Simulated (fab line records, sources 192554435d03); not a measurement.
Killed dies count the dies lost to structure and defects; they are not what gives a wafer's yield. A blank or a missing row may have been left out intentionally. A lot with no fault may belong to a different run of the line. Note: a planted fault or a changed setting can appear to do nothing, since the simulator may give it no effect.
fab line records | flow n5-finfet
[record] lots = 4 | wafers = 12 | last-day = 18
route steps=1938 shown HKMG_FIN@453 GATE_CUT@465 BEOL_M4@1111 PASSIVATION@1936
lots that met no fault: from a run of the same line without faults
start-h: the number of hours between the record's first day and the start of the first shown wafer of the lot | wait-h: time in hours since the lot's previous step | " repeats the value in the row above | L1.1+2: a single row standing in for several wafers | - either no value or no given start | * or withheld: withheld | < > ~ a bound
route shown NAME@n: names a module that has steps shown in the file, with the first one's number in the route | usual: mean/standard deviation of fault-free wafers | same: alike in all rows | chamber/n: place in a boat | sites: each site's reading | _std_site: how widely they spread, as a standard deviation | _edge_site: mean of outer sites minus mean of inner sites | radius-mm: how far each site lies from the wafer's centre | mask NAME#n: copy n | behind: tool/chamber where the wafer was last shaped | hold: cause of the lot's hold/its duration in hours/its outcome | device: which transistor (n, p or np) failed to switch | end of line: the same wafers' tests at the end of the route | for a step that has no rows: nothing shown but its recipe | killed: dies that structure and defects cost at the first sort, which is not the same as the wafer's yield | map: per-die view of a wafer (x killed, . not killed, _ where there is no die)
set.NAME: setting as actually run; set.NAME@STEP: the setting as run at that earlier step | model.NAME: the simulator's own value behind a step, which no gauge read
lots seen at some steps along the route; tables by step, rows by wafer
services: from which hour (start-h, from the record's first day; less than 0 if before it) a tool's chamber was out of use, for how many hours, and why
[[steps]]
[step N5_HKMG_FIN_WET_ETCH_73]
[recipe] chemistry = SC1 | mix = 1:2:40 | temp-c = 50 | time-s = 42.3 | target-depth-nm = 1.3 | dry = ipa-marangoni | rinse-time-s = 30 | rinse-temp-c = 23
[step N5_HKMG_FIN_ETCHBACK_68]
[recipe] chemistry = Cl2/Ar | stop-on = HfO2 | target-depth-a = 5 | pressure-mtorr = 10 | icp-w = 600 | bias-w = 60 | Cl2_flow_sccm = 40 | Ar_flow_sccm = 60
[step N5_HKMG_FIN_STRIP_69]
[recipe] chemistry = N2/H2 | power-w = 2500 | temp-c = 300 | h2-frac = 0.65 | time-s = 360 | pressure-mtorr = withheld | n2-flow-sccm = 1750 | h2-flow-sccm = 3250
[step N5_HKMG_FIN_ALD_21]
[recipe] material = TiN | target-thk-a = 15 | temp-c = 400 | ald-precursor-family = TiCl4 | ald-co-reactant = NH3 | pulse-time-s = 1 | purge-time-s = 3 | co-reactant-purge-time-s = 2 | co-reactant-pulse-time-s = 2 | ald-cycles = 68 | pressure-torr = 3
[step N5_HKMG_FIN_ALD_72]
[recipe] material = W | target-thk-a = 20 | temp-c = 300 | pressure-torr = 7.5 | ald-precursor-family = WF6 | ald-co-reactant = B2H6 | pulse-time-s = 1 | purge-time-s = 2 | co-reactant-purge-time-s = 2 | co-reactant-pulse-time-s = 3 | ald-cycles = 7
[step N5_HKMG_FIN_W_FILL_22]
[recipe] material = W | target-thk-a = 600 | temp-c = 400 | pressure-torr = 39.4 | time-s = 18.2
[step N5_HKMG_FIN_PRECLEAN_83]
[recipe] chemistry = DIW | time-s = 57.5 | temp-c = 23
[step N5_HKMG_FIN_SRD_84]
[recipe] dry-time-s = 32 | dry = n2-spin | spin-rpm = 1500
[step N5_HKMG_FIN_CMP_23]
[recipe] stop-on = SiNx | t-overpolish-s = 10 | post-cmp-clean = rinse-only | down-force-psi = 4 | platen-rpm = 50.289 | pad-velocity-m-s = 1.0006 | target-thk-nm = 46.326
[step N5_HKMG_FIN_CMP_94]
[recipe] stop-on = SiNx | post-cmp-clean = w-dilute-nh4oh | t-overpolish-s = 4.7 | down-force-psi = 4 | platen-rpm = 50.289 | pad-velocity-m-s = 1.0006 | target-thk-nm = 43.299
[step N5_GATE_CUT_ETCHBACK_00]
[recipe] chemistry = SF6/Cl2 | target = W | pressure-mtorr = 8 | icp-w = 900 | bias-w = 80 | SF6_flow_sccm = 40 | Cl2_flow_sccm = 60
[usual] SF6_flow_sccm = 40.01/0.13 | bias-w = 80.01/0.26 | chamber-pressure-mTorr = 8.000/0.0079 | drypump-motor-current-A = 5.7/0.34 | he-backside-leak-sccm = 3.47/0.2 | oes-product-au = 0.76/0.13 | throttle-valve-pct = 27.55/0.17
lot.wafer | tool         | chamber | start-h | wait-h | SF6_flow_sccm | bias-w | chamber-pressure-mTorr | drypump-motor-current-A | he-backside-leak-sccm | oes-product-au | rf-hours-counter-h | throttle-valve-pct | model.SiO2_flowable_of_ILD0_FCVD_FILL_01.thk-nm | model.SiNx_of_SDB_ALD_29.thk-nm
L828.2    | rie-metal-02 | 1       | 83.29   | 0.1    | 39.94         | 79.83  | 7.989                  | 5.7                     | 3.29                  | 0.58           | -                  | 27.75              | 120                                             | 27.2
L828.3    | "            | 1       | "       | "      | 40.00         | 80.05  | 8.010                  | 5.7                     | 3.16                  | 0.58           | -                  | 27.74              | 121.2                                           | 27.4
L828.4    | "            | 1       | "       | "      | 39.89         | 79.99  | 7.994                  | 5.7                     | 3.40                  | 0.59           | -                  | 27.74              | 119.2                                           | 27.2
L831.1    | rie-metal-02 | 0       | 104.37  | 0.0    | 39.96         | 79.67  | 8.007                  | 5.3                     | 3.36                  | 0.77           | 39                 | 27.75              | 118.2                                           | 27.2
L831.2    | "            | 1       | "       | "      | 39.91         | 79.80  | 8.001                  | 5.7                     | 3.14                  | 0.58           | 137                | 27.74              | 117.8                                           | 27
L831.5    | "            | 0       | "       | "      | 40.17         | 79.53  | 7.988                  | 5.3                     | 3.36                  | 0.77           | -                  | 27.73              | 117.6                                           | 27
L849.3    | rie-metal-02 | 1       | 211.53  | 0.1    | -             | -      | -                      | -                       | -                     | -              | -                  | -                  | 120.2                                           | 28.2
L849.4    | "            | 0       | "       | "      | -             | -      | -                      | -                       | -                     | -              | -                  | -                  | 119.6                                           | 28.4
L849.6    | "            | 0       | "       | "      | -             | -      | -                      | -                       | -                     | -              | -                  | -                  | 120                                             | 28.2
L850.2    | rie-metal-01 | 0       | 218.71  | 0.0    | -             | -      | -                      | -                       | -                     | -              | -                  | -                  | 119                                             | 28.4
L850.3    | "            | 1       | "       | "      | -             | -      | -                      | -                       | -                     | -              | -                  | -                  | 120                                             | 28.2
L850.5    | "            | 1       | "       | "      | -             | -      | -                      | -                       | -                     | -              | -                  | -                  | 119.2                                           | 28.4
[step N5_GATE_CUT_ETCH_56]
[recipe] chemistry = Cl2/Ar | target = TiN | target-depth-a = 216 | pressure-mtorr = 10 | icp-w = 600 | bias-w = 60 | Cl2_flow_sccm = 40 | Ar_flow_sccm = 60
[step N5_GATE_CUT_ETCHBACK_30]
[recipe] chemistry = Cl2/Ar | target = TiN | target-depth-a = 30 | mode = isotropic | pressure-mtorr = 10 | icp-w = 600 | bias-w = 60 | Cl2_flow_sccm = 40 | Ar_flow_sccm = 60
[step N5_GATE_CUT_VAPOR_ETCH_60]
[recipe] chemistry = BCl3/Cl2 | target = HfO2 | mode = isotropic
[step N5_GATE_CUT_ETCH_58]
[recipe] chemistry = CH3F/O2 | target = SiNx | target-depth-a = 170 | time-s = 128.6 | ion-energy-ev = 50 | pressure-mtorr = 30 | source-w = 415 | bias-w = 21 | Ar_flow_sccm = 150 | CH3F_flow_sccm = 30 | O2_flow_sccm = 20
[usual] CH3F_flow_sccm = 30.00/0.085 | chamber-pressure-mTorr = 30.003/0.027 | drypump-motor-current-A = 5.7/0.35 | oes-product-au = 0.79/0.085 | rf-vpp-V = 99.0/0.95 | showerhead-plenum-p-Torr = 2.00/0.081 | throttle-valve-pct = 16.35/0.2
lot.wafer | tool        | chamber | start-h | wait-h | CH3F_flow_sccm | chamber-pressure-mTorr | drypump-motor-current-A | oes-product-au | rf-hours-counter-h | rf-vpp-V | showerhead-plenum-p-Torr | throttle-valve-pct | model.SiNx_of_SDB_ALD_29.thk-nm
L828.2    | rie-diel-05 | 3       | 83.91   | 0.2    | 30.05          | 30.039                 | 5.6                     | 0.69           | 243                | 100.5    | 1.98                     | 16.53              | 24.6
L828.3    | "           | 2       | "       | "      | 30.14          | 29.993                 | 6.1                     | 0.73           | 176                | 100.0    | 2.07                     | 16.09              | 24.6
L828.4    | "           | 0       | "       | "      | 29.92          | 30.026                 | 6.1                     | 0.75           | -                  | 99.1     | 2.01                     | 16.30              | 24.6
L831.1    | rie-diel-05 | 3       | 104.66  | 0.0    | 29.83          | 30.002                 | 5.6                     | 0.68           | 249                | 97.7     | 1.97                     | 16.53              | 24.4
L831.2    | "           | 1       | "       | "      | 29.98          | 30.005                 | 5.2                     | 0.95           | 2                  | 99.0     | 1.97                     | 16.17              | 24.4
L831.5    | "           | 1       | "       | "      | 30.12          | 30.003                 | 5.2                     | 0.95           | -                  | 98.7     | 1.97                     | 16.17              | 24.4
L849.3    | rie-diel-05 | 0       | 211.78  | 0.0    | 29.97          | 29.990                 | 6.1                     | 0.72           | 172                | 99.5     | 2.00                     | 16.39              | 25.6
L849.4    | "           | 2       | "       | "      | 30.06          | 30.044                 | 6.0                     | 0.70           | 213                | 100.0    | 2.06                     | 16.17              | 25.6
L849.6    | "           | 3       | "       | "      | 30.12          | 30.007                 | 5.6                     | 0.92           | -                  | 98.8     | 1.97                     | 16.12              | 25.4
L850.2    | rie-diel-05 | 2       | 219.00  | 0.0    | 29.89          | 30.056                 | 6.0                     | 0.70           | 215                | 98.8     | 2.06                     | 16.17              | 25.6
L850.3    | "           | 1       | "       | "      | 30.04          | 30.014                 | 5.2                     | 0.87           | 34                 | 98.7     | 1.96                     | 16.23              | 25.4
L850.5    | "           | 1       | "       | "      | 30.02          | 29.973                 | 5.2                     | 0.86           | -                  | 98.3     | 1.96                     | 16.25              | 25.6
[step N5_GATE_CUT_STRIP_59]
[recipe] chemistry = N2/H2 | time-s = 20 | power-w = 100 | temp-c = 40 | pressure-mtorr = 100 | rf-frequency-hz = 6e+07 | bias-power-w = 3 | n2-flow-sccm = 300 | h2-flow-sccm = 300
[step N5_GATE_CUT_PRECLEAN_31]
[recipe] temp-c = 23 | chemistry = DIW | time-s = 300
[step N5_GATE_CUT_SRD_32]
[recipe] time-s = 30 | temp-c = 23 | rinse-liquid = diw | dry = ipa-marangoni
[step N5_GATE_CUT_SAC_CAP_01]
[recipe] material = SiNx | target-thk-a = 240 | temp-c = 400 | ald-precursor-family = SiH2I2 | ald-co-reactant = N2/H2-plasma | pulse-time-s = 1 | ald-cycles = 480 | purge-time-s = 2 | co-reactant-purge-time-s = 2 | pressure-torr = 2
[step N5_GATE_CUT_PECVD_57]
[recipe] material = SiNx | target-thk-a = 210 | temp-c = 400 | precursor = SiH4/NH3/N2 | pressure-torr = 1.5 | rf-w = 300
[step N5_GATE_CUT_CMP_02]
[recipe] stop-on = SiO2 | t-overpolish-s = 12.7 | post-cmp-clean = alkaline-brush | down-force-psi = 2.5 | platen-rpm = 51.8 | pad-velocity-m-s = 1.0307 | target-thk-nm = 0
[step N5_GATE_CUT_HM_DEP_46]
[recipe] material = SiO2 | target-thk-a = 1300 | temp-c = 400 | precursor = TEOS/O2 | pressure-torr = 6.5 | rf-w = 900 | teos-flow-sccm = 161.4 | gas = O2 | flow-sccm = 2650 | time-s = 26.6
[step N5_GATE_CUT_COAT_34]
[recipe] resist = SOC | temp-c = 250 | time-s = 60 | spin-rpm = 1500 | resist-thk-nm = 60
[step N5_GATE_CUT_COAT_35]
[recipe] resist = SiARC | temp-c = 220 | time-s = 60 | spin-rpm = 1500 | resist-thk-nm = 10
[step N5_GATE_CUT_COAT_27]
[recipe] resist = underlayer | temp-c = 205 | time-s = 60 | spin-rpm = 1500 | resist-thk-nm = 10
[step N5_GATE_CUT_COAT_07]
[recipe] resist = CAR-EUV | spin-rpm = 1500 | resist-thk-nm = 30
[step N5_GATE_CUT_EBR_09]
[recipe] solvent = PGMEA | ebr-width-mm = 1.5
[step N5_GATE_CUT_SOFTBAKE_08]
[recipe] temp-c = 110 | time-s = 60 | resist = CAR-EUV
[step N5_GATE_CUT_EXPOSE_10]
[recipe] mask-id = GATE_CUT | na = 0.33 | source-shape = annular | sigma-inner = 0.35 | sigma-outer = 0.8 | polarization = unpolarized | target-cd-nm = 20 | dose-mj = 43.25
[step N5_GATE_CUT_PEB_11]
[recipe] peb-temp-c = 100 | peb-time-s = 60 | resist = CAR-EUV
[step N5_GATE_CUT_DEVELOP_12]
[recipe] develop-time-s = 30 | developer = TMAH | resist = CAR-EUV | rinse-liquid = surfactant-rinse | dry = air-spin | dev-temp-c = 23
[step N5_GATE_CUT_DESCUM_18]
[recipe] chemistry = O2 | time-s = 7 | source-power-w = 50 | bias-power-w = 20 | pressure-mtorr = 20 | rf-frequency-hz = 2.712e+07 | temp-c = 40 | resist = CAR-EUV | o2-flow-sccm = 225
[step N5_GATE_CUT_ETCH_28]
[recipe] chemistry = N2/H2 | target = underlayer | target-depth-a = 130 | mask-material = CAR-EUV | time-s = 10.4 | ion-energy-ev = 200 | pressure-mtorr = 30 | source-w = 840 | bias-w = 150 | n2-flow-sccm = 200 | h2-flow-sccm = 200 | ends = cleared
[step N5_GATE_CUT_ETCH_36]
[recipe] chemistry = CF4 | target = SiARC | target-depth-a = 130 | mask-material = CAR-EUV | time-s = 21.7 | ion-energy-ev = 80 | pressure-mtorr = 40 | source-w = 545 | bias-w = 36 | Ar_flow_sccm = 100 | cf4-flow-sccm = 100 | ends = cleared
[step N5_GATE_CUT_ETCH_37]
[recipe] chemistry = N2/H2 | target = SOC | target-depth-a = 600 | overetch-a = 120 | mask-material = SiARC | temp-c = 40 | time-s = 90 | ion-energy-ev = 200 | pressure-mtorr = 30 | source-w = 840 | bias-w = 150 | n2-flow-sccm = 200 | h2-flow-sccm = 200
[step N5_GATE_CUT_STRIP_38]
[recipe] chemistry = N2/H2 | temp-c = 40 | n2-flow-sccm = 200 | h2-flow-sccm = 200 | rf-frequency-hz = 6e+07
[step N5_GATE_CUT_CMP_61]
[recipe] stop-on = SiNx | t-overpolish-s = 3 | post-cmp-clean = alkaline-brush | down-force-psi = 4 | platen-rpm = 27.09 | pad-velocity-m-s = 0.539
[usual] motor-current-A = 11.7/1 | slurry-flow-ml-min = 150.0/0.41
lot.wafer | tool   | chamber | start-h | wait-h | motor-current-A | slurry-flow-ml-min | model.SiO2_flowable_of_ILD0_FCVD_FILL_01.thk-nm
L828.2    | cmp-02 | 1       | 90.99   | 0.4    | 12.7            | 150.1              | 116.4
L828.3    | "      | 3       | "       | "      | 11.4            | 150.6              | 117.6
L828.4    | "      | 0       | "       | "      | 10.4            | 149.9              | 115.6
L831.1    | cmp-01 | 3       | 111.23  | 0.3    | 12.5            | 149.9              | 114.8
L831.2    | "      | 0       | "       | "      | 11.9            | 149.5              | 114.4
L831.5    | "      | 2       | "       | "      | 10.6            | 150.1              | 114
L849.4    | cmp-01 | 3       | 218.46  | 0.4    | 12.2            | 150.1              | 116
L849.3    | "      | 1       | "       | "      | 12.5            | 150.1              | 116.6
L849.6    | "      | 3       | "       | "      | 12.5            | 150.6              | 116.4
L850.2    | cmp-02 | 3       | 225.70  | 0.3    | 10.7            | 150.3              | 115.6
L850.3    | "      | 0       | "       | "      | 10.6            | 150.1              | 116.4
L850.5    | "      | 2       | "       | "      | 10.8            | 149.9              | 115.6
[step N5_BEOL_M4_RC_MEAS_101]
[usual] DIBL_N = 36.3/1.6 | DIBL_P = 36.5/1.6 | IOFF_N = 0.163/0.026 | IOFF_P = 0.22/0.033 | ION_N = 676/9.9 | ION_P = 464/6.5 | SS_N = 71.5/0.5 | SS_P = 73.3/0.64 | VT_N = 249.3/2.9 | VT_P = -250/3.2
lot.wafer | tool      | chamber | start-h | wait-h | DIBL_N[mV/V] | DIBL_P[mV/V] | IOFF_N[nA/um] | IOFF_P[nA/um] | ION_N[uA/um] | ION_P[uA/um] | SS_N[mV/dec] | SS_P[mV/dec] | VT_N[mV] | VT_P[mV]
L828.2    | prober-01 | 0       | 193.28  | 0.2    | 38.5         | 38.5         | 0.186         | 0.26          | 686          | 468          | 72.3         | 74.4         | 247.9    | -246
L828.3    | "         | 0       | "       | "      | 37.2         | 37.0         | 0.166         | 0.25          | 676          | 468          | 71.8         | 73.9         | 248.7    | -248
L828.4    | "         | 0       | "       | "      | 39.7         | 39.5         | 0.219         | 0.29          | 699          | 482          | 73.0         | 74.6         | 245.2    | -244
L831.1    | prober-01 | 0       | 206.22  | 0.0    | 37.0         | 36.9         | 0.160         | 0.21          | 692          | 466          | 71.8         | 73.5         | 249.2    | -252
L831.2    | "         | 0       | "       | "      | 37.8         | 38.6         | 0.189         | 0.25          | 680          | 470          | 72.1         | 74.1         | 245.7    | -248
L831.5    | "         | 0       | "       | "      | 37.6         | 37.8         | 0.175         | 0.23          | 687          | 470          | 71.6         | 73.4         | 247.4    | -249
[step N5_PASSIVATION_PROBE_49]
[usual] defect-limited-yield = 91.2/1.5 | killed_at_M0_to_M3 = 32/9.6 | killed_at_M4_up = 13/5.3 | killed-at-contacts = 13/6.7 | killed-at-front-end = 42/11 | killed-at-other = 3.8/2.9 | killed-dies = 103/17 | killed-on-rim = 14/4.4 | killed-open = 67/13 | killed-short = 35/7.9 | sort_bin_5_function = 5.2/0.94 | sort_bin_6_memory = 3.3/0.64 | sort-n-pass = 1077/17 | sort-yield-pct = 91.2/1.5
[same] gross-dies = 1180 | killed-at-back-side = 0 | sort_bin_4_leakage[%] = 0 | sort_bin_8_speed[%] = 0
lot.wafer | tool      | chamber | start-h | wait-h | defect-limited-yield[%] | killed_at_M0_to_M3 | killed_at_M4_up | killed-at-contacts | killed-at-front-end | killed-at-other | killed-dies | killed-on-rim | killed-open | killed-short | sort_bin_5_function[%] | sort_bin_6_memory[%] | sort-n-pass | sort-yield-pct[%]
L849.3    | prober-02 | -       | 432.71  | 0.1    | 0                       | 18                 | 12              | 12                 | 1134                | 4               | 1180        | 152           | 58          | 31           | 96.3                   | 3.6                  | 0           | 0
L849.4    | prober-02 | -       | 432.76  | 0.2    | 0                       | 50                 | 7               | 15                 | 1101                | 7               | 1180        | 152           | 69          | 39           | 96.2                   | 3.0                  | 0           | 0
L849.6    | prober-02 | -       | 432.86  | 0.3    | 0                       | 28                 | 8               | 10                 | 1130                | 4               | 1180        | 152           | 50          | 29           | 97.1                   | 2.9                  | 0           | 0
L850.2    | prober-02 | -       | 437.58  | 0.1    | 0                       | 21                 | 12              | 23                 | 1120                | 4               | 1180        | 152           | 69          | 34           | 96.6                   | 3.0                  | 0           | 0
L850.3    | prober-02 | -       | 437.63  | 0.1    | 0                       | 26                 | 11              | 19                 | 1119                | 5               | 1180        | 152           | 74          | 41           | 96.3                   | 3.4                  | 0           | 0
L850.5    | prober-02 | -       | 437.73  | 0.2    | 0                       | 30                 | 10              | 17                 | 1122                | 1               | 1180        | 152           | 63          | 38           | 96.4                   | 3.2                  | 0           | 0
// killed by level:class
L849.3 GATE_CUT:area-etchback=1090 STI_FIN_REVEAL:geometric-particle:open=13 GATE_CUT:geometric-particle:open=6 MOL_CONTACT_COAG:geometric-particle:open=6 MOL_CONTACT_COAG:geometric-particle:short=6 BEOL_M4:geometric-particle:open=6 BEOL_M0_SAQP:geometric-particle:short=6 FIN_SAQP:geometric-particle:open=5
L849.4 GATE_CUT:area-etchback=1070 MOL_CONTACT_COAG:geometric-particle:open=10 BEOL_M3:geometric-particle:open=10 BEOL_M2:geometric-particle:open=9 BEOL_M1:geometric-particle:open=9 BEOL_M0_SAQP:geometric-particle:short=8 BEOL_M1:geometric-particle:short=8 FIN_SAQP:geometric-particle:open=7
L849.6 GATE_CUT:area-etchback=1098 MOL_CONTACT_COAG:geometric-particle:open=9 BEOL_M2:geometric-particle:open=9 BEOL_M0_SAQP:geometric-particle:short=7 BEOL_M0_SAQP:geometric-particle:open=6 FIN_SAQP:geometric-particle:short=5 GATE_CUT:geometric-particle:short=5 FIN_SAQP:geometric-particle:open=4
L850.2 GATE_CUT:area-etchback=1076 MOL_CONTACT_COAG:geometric-particle:open=18 STI_FIN_REVEAL:geometric-particle:open=13 FIN_SAQP:geometric-particle:short=8 FIN_SAQP:geometric-particle:open=7 MOL_CONTACT_COAG:geometric-particle:short=5 BEOL_M0_SAQP:geometric-particle:short=5 BEOL_M1:geometric-particle:open=5
L850.3 GATE_CUT:area-etchback=1063 STI_FIN_REVEAL:geometric-particle:open=16 MOL_CONTACT_COAG:geometric-particle:open=13 FIN_SAQP:geometric-particle:open=9 STI_FIN_REVEAL:geometric-particle:short=9 BEOL_M0_SAQP:geometric-particle:open=7 BEOL_M1:geometric-particle:open=7 MOL_CONTACT_COAG:geometric-particle:short=6
L850.5 GATE_CUT:area-etchback=1079 FIN_SAQP:geometric-particle:short=13 MOL_CONTACT_COAG:geometric-particle:open=11 FIN_SAQP:geometric-particle:open=9 STI_FIN_REVEAL:geometric-particle:open=9 MOL_CONTACT_COAG:geometric-particle:short=6 BEOL_M0_SAQP:geometric-particle:short=6 BEOL_M0_SAQP:geometric-particle:open=6
// map L849.3 (x killed, . not)
_________________xxxxxxxxxxxx________________
______________xxxxxxxxxxxxxxxxxx_____________
___________xxxxxxxxxxxxxxxxxxxxxxxx__________
__________xxxxxxxxxxxxxxxxxxxxxxxxxx_________
________xxxxxxxxxxxxxxxxxxxxxxxxxxxxxx_______
_______xxxxxxxxxxxxxxxxxxxxxxxxxxxxxxxx______
______xxxxxxxxxxxxxxxxxxxxxxxxxxxxxxxxxx_____
_____xxxxxxxxxxxxxxxxxxxxxxxxxxxxxxxxxxxx____
____xxxxxxxxxxxxxxxxxxxxxxxxxxxxxxxxxxxxxx___
___xxxxxxxxxxxxxxxxxxxxxxxxxxxxxxxxxxxxxxxx__
___xxxxxxxxxxxxxxxxxxxxxxxxxxxxxxxxxxxxxxxx__
__xxxxxxxxxxxxxxxxxxxxxxxxxxxxxxxxxxxxxxxxxx_
__xxxxxxxxxxxxxxxxxxxxxxxxxxxxxxxxxxxxxxxxxx_
_xxxxxxxxxxxxxxxxxxxxxxxxxxxxxxxxxxxxxxxxxxxx
_xxxxxxxxxxxxxxxxxxxxxxxxxxxxxxxxxxxxxxxxxxxx
_xxxxxxxxxxxxxxxxxxxxxxxxxxxxxxxxxxxxxxxxxxxx
_xxxxxxxxxxxxxxxxxxxxxxxxxxxxxxxxxxxxxxxxxxxx
_xxxxxxxxxxxxxxxxxxxxxxxxxxxxxxxxxxxxxxxxxxxx
_xxxxxxxxxxxxxxxxxxxxxxxxxxxxxxxxxxxxxxxxxxxx
_xxxxxxxxxxxxxxxxxxxxxxxxxxxxxxxxxxxxxxxxxxxx
_xxxxxxxxxxxxxxxxxxxxxxxxxxxxxxxxxxxxxxxxxxxx
__xxxxxxxxxxxxxxxxxxxxxxxxxxxxxxxxxxxxxxxxxx_
__xxxxxxxxxxxxxxxxxxxxxxxxxxxxxxxxxxxxxxxxxx_
___xxxxxxxxxxxxxxxxxxxxxxxxxxxxxxxxxxxxxxxx__
___xxxxxxxxxxxxxxxxxxxxxxxxxxxxxxxxxxxxxxxx__
____xxxxxxxxxxxxxxxxxxxxxxxxxxxxxxxxxxxxxx___
_____xxxxxxxxxxxxxxxxxxxxxxxxxxxxxxxxxxxx____
______xxxxxxxxxxxxxxxxxxxxxxxxxxxxxxxxxx_____
_______xxxxxxxxxxxxxxxxxxxxxxxxxxxxxxxx______
________xxxxxxxxxxxxxxxxxxxxxxxxxxxxxx_______
__________xxxxxxxxxxxxxxxxxxxxxxxxxx_________
___________xxxxxxxxxxxxxxxxxxxxxxxx__________
______________xxxxxxxxxxxxxxxxxx_____________
_________________xxxxxxxxxxxx________________
// map L850.2 (x killed, . not)
_________________xxxxxxxxxxxx________________
______________xxxxxxxxxxxxxxxxxx_____________
___________xxxxxxxxxxxxxxxxxxxxxxxx__________
__________xxxxxxxxxxxxxxxxxxxxxxxxxx_________
________xxxxxxxxxxxxxxxxxxxxxxxxxxxxxx_______
_______xxxxxxxxxxxxxxxxxxxxxxxxxxxxxxxx______
______xxxxxxxxxxxxxxxxxxxxxxxxxxxxxxxxxx_____
_____xxxxxxxxxxxxxxxxxxxxxxxxxxxxxxxxxxxx____
____xxxxxxxxxxxxxxxxxxxxxxxxxxxxxxxxxxxxxx___
___xxxxxxxxxxxxxxxxxxxxxxxxxxxxxxxxxxxxxxxx__
___xxxxxxxxxxxxxxxxxxxxxxxxxxxxxxxxxxxxxxxx__
__xxxxxxxxxxxxxxxxxxxxxxxxxxxxxxxxxxxxxxxxxx_
__xxxxxxxxxxxxxxxxxxxxxxxxxxxxxxxxxxxxxxxxxx_
_xxxxxxxxxxxxxxxxxxxxxxxxxxxxxxxxxxxxxxxxxxxx
_xxxxxxxxxxxxxxxxxxxxxxxxxxxxxxxxxxxxxxxxxxxx
_xxxxxxxxxxxxxxxxxxxxxxxxxxxxxxxxxxxxxxxxxxxx
_xxxxxxxxxxxxxxxxxxxxxxxxxxxxxxxxxxxxxxxxxxxx
_xxxxxxxxxxxxxxxxxxxxxxxxxxxxxxxxxxxxxxxxxxxx
_xxxxxxxxxxxxxxxxxxxxxxxxxxxxxxxxxxxxxxxxxxxx
_xxxxxxxxxxxxxxxxxxxxxxxxxxxxxxxxxxxxxxxxxxxx
_xxxxxxxxxxxxxxxxxxxxxxxxxxxxxxxxxxxxxxxxxxxx
__xxxxxxxxxxxxxxxxxxxxxxxxxxxxxxxxxxxxxxxxxx_
__xxxxxxxxxxxxxxxxxxxxxxxxxxxxxxxxxxxxxxxxxx_
___xxxxxxxxxxxxxxxxxxxxxxxxxxxxxxxxxxxxxxxx__
___xxxxxxxxxxxxxxxxxxxxxxxxxxxxxxxxxxxxxxxx__
____xxxxxxxxxxxxxxxxxxxxxxxxxxxxxxxxxxxxxx___
_____xxxxxxxxxxxxxxxxxxxxxxxxxxxxxxxxxxxx____
______xxxxxxxxxxxxxxxxxxxxxxxxxxxxxxxxxx_____
_______xxxxxxxxxxxxxxxxxxxxxxxxxxxxxxxx______
________xxxxxxxxxxxxxxxxxxxxxxxxxxxxxx_______
__________xxxxxxxxxxxxxxxxxxxxxxxxxx_________
___________xxxxxxxxxxxxxxxxxxxxxxxx__________
______________xxxxxxxxxxxxxxxxxx_____________
_________________xxxxxxxxxxxx________________
[[services]]
tool         | chamber | start-h | hours | kind
rie-diel-05  | 1       | 74.20   | -     | clean
rie-diel-05  | 1       | 74.20   | -     | consumable-replace:focus-ring
rie-diel-05  | 1       | 74.20   | 19.4  | scheduled-down
rie-diel-05  | 1       | 74.20   | 19.4  | vent-cycle
cmp-01       | -       | 80.62   | 2.4   | repair
rie-metal-02 | 0       | 81.29   | 16.5  | repair
rie-metal-01 | 0       | 103.51  | -     | clean
rie-metal-01 | 0       | 103.51  | 27.0  | scheduled-down
rie-metal-01 | 0       | 103.51  | 27.0  | vent-cycle
rie-diel-05  | 3       | 106.00  | -     | clean
rie-diel-05  | 3       | 106.00  | -     | consumable-replace:focus-ring
rie-diel-05  | 3       | 106.00  | 22.3  | scheduled-down
rie-diel-05  | 3       | 106.00  | 22.3  | vent-cycle
rie-metal-02 | -       | 108.99  | 2.8   | pm
cmp-01       | -       | 139.81  | 3.7   | pm
rie-metal-02 | 1       | 145.23  | -     | clean
rie-metal-02 | 1       | 145.23  | 16.0  | scheduled-down
rie-metal-02 | 1       | 145.23  | 16.0  | vent-cycle
cmp-02       | -       | 160.82  | 0.3   | repair
cmp-01       | -       | 182.05  | 0.7   | repair
cmp-02       | -       | 205.70  | 5.9   | pm
rie-metal-02 | -       | 224.83  | 1.2   | repair
[[key]]
[first-sign] step = N5_GATE_CUT_ETCHBACK_00 | reading = tool-record | direction = missing
[effect] step = N5_PASSIVATION_PROBE_49 | reading = sort_bin_5_function | direction = up | sigmas = 97 | usual = 5.2 | struck = 96.5
[model-effect] step = N5_GATE_CUT_ETCHBACK_00 | value = SiO2_flowable_of_ILD0_FCVD_FILL_01.thk-nm | without = 118.1 | struck = 119.7
[model-effect] step = N5_GATE_CUT_ETCH_58 | value = SiNx_of_SDB_ALD_29.thk-nm | without = 24.57 | struck = 25.53
[model-effect] step = N5_GATE_CUT_CMP_61 | value = SiO2_flowable_of_ILD0_FCVD_FILL_01.thk-nm | without = 114.6 | struck = 116.1
[more-kills-born-at] N5_GATE_CUT_ETCHBACK_00@rie-metal-02 = 3258 | N5_GATE_CUT_ETCHBACK_00@rie-metal-01 = 3218
met-at N5_GATE_CUT_ETCHBACK_00
struck-wafers L849.3,L849.4,L849.6,L850.2,L850.3,L850.5
later-rows-left-out L849.3,L849.4,L849.6,L850.2,L850.3,L850.5
onset-between 104.37 211.53
[fault] kind = skipped-step-whole | tool = rie-metal-01,rie-metal-02 | chamber = - | onset-h = 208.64 | steps = N5_GATE_CUT_ETCHBACK_00 | scope = struck-lots-only
// later-rows-left-out: the simulator's readings of these wafers behind a module that went badly wrong aren't trusted and aren't shown, but for the sort
